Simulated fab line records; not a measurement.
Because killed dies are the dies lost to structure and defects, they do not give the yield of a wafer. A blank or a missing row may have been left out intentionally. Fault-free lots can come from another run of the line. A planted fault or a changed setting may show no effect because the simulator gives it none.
Chamber matching / flow n5 finfet / 4 sister chambers for N5_HKMG_FIN_ALD_71 on ald metal-04
The step deposits TiN, target thk 1 nm, pulse time 1 s, purge time 3 s. 8 wafers are shown with their chamber, then 8 later ones without.

== WAFERS PAIRED WITH THEIR CHAMBERS ==
wafer=L076.5; chamber=1; heater power w (W)=762; heater power outer w (W)=439
wafer=L080.2; chamber=1; heater power w (W)=765; heater power outer w (W)=420
wafer=L080.4; chamber=0; heater power w (W)=706; heater power outer w (W)=433
wafer=L082.4; chamber=0; heater power w (W)=709; heater power outer w (W)=436
wafer=L083.1; chamber=2; heater power w (W)=810; heater power outer w (W)=472
wafer=L083.5; chamber=2; heater power w (W)=814; heater power outer w (W)=491
wafer=L083.6; chamber=3; heater power w (W)=903; heater power outer w (W)=540
wafer=L084.1; chamber=3; heater power w (W)=885; heater power outer w (W)=554

== WAFERS MISSING THEIR CHAMBER ==
wafer=L084.5; heater power w (W)=718; heater power outer w (W)=442
wafer=L084.6; heater power w (W)=853; heater power outer w (W)=547
wafer=L095.4; heater power w (W)=746; heater power outer w (W)=427
wafer=L095.5; heater power w (W)=698; heater power outer w (W)=447
wafer=L095.6; heater power w (W)=871; heater power outer w (W)=547
wafer=L097.4; heater power w (W)=828; heater power outer w (W)=493
wafer=L097.5; heater power w (W)=747; heater power outer w (W)=431
wafer=L097.6; heater power w (W)=703; heater power outer w (W)=440

== EACH ONE'S CHAMBER ==
wafer=L084.5; from the rows above=0; in truth=0
wafer=L084.6; from the rows above=3; in truth=3
wafer=L095.4; from the rows above=1; in truth=1
wafer=L095.5; from the rows above=0; in truth=0
wafer=L095.6; from the rows above=3; in truth=3
wafer=L097.4; from the rows above=2; in truth=2
wafer=L097.5; from the rows above=1; in truth=1
wafer=L097.6; from the rows above=0; in truth=0
Correct placement for 8 of the 8. Number that these rows cannot place: 0. Placed wrongly: 0.
How it was worked out, from the rows above alone: a wafer's distance from a chamber is the root of the sum, over the readings, of the square of ((its reading less the chamber's mean) divided by the reading's scatter). The wafer belongs to the nearest chamber; if the next one is less than 2 further off, it can't be placed. The mean given for a chamber averages the wafers shown for that chamber. How the scatter is found: for the shown wafers, subtract from each reading the mean of its chamber, square and add these, divide the total by (wafers less chambers), then take the root.
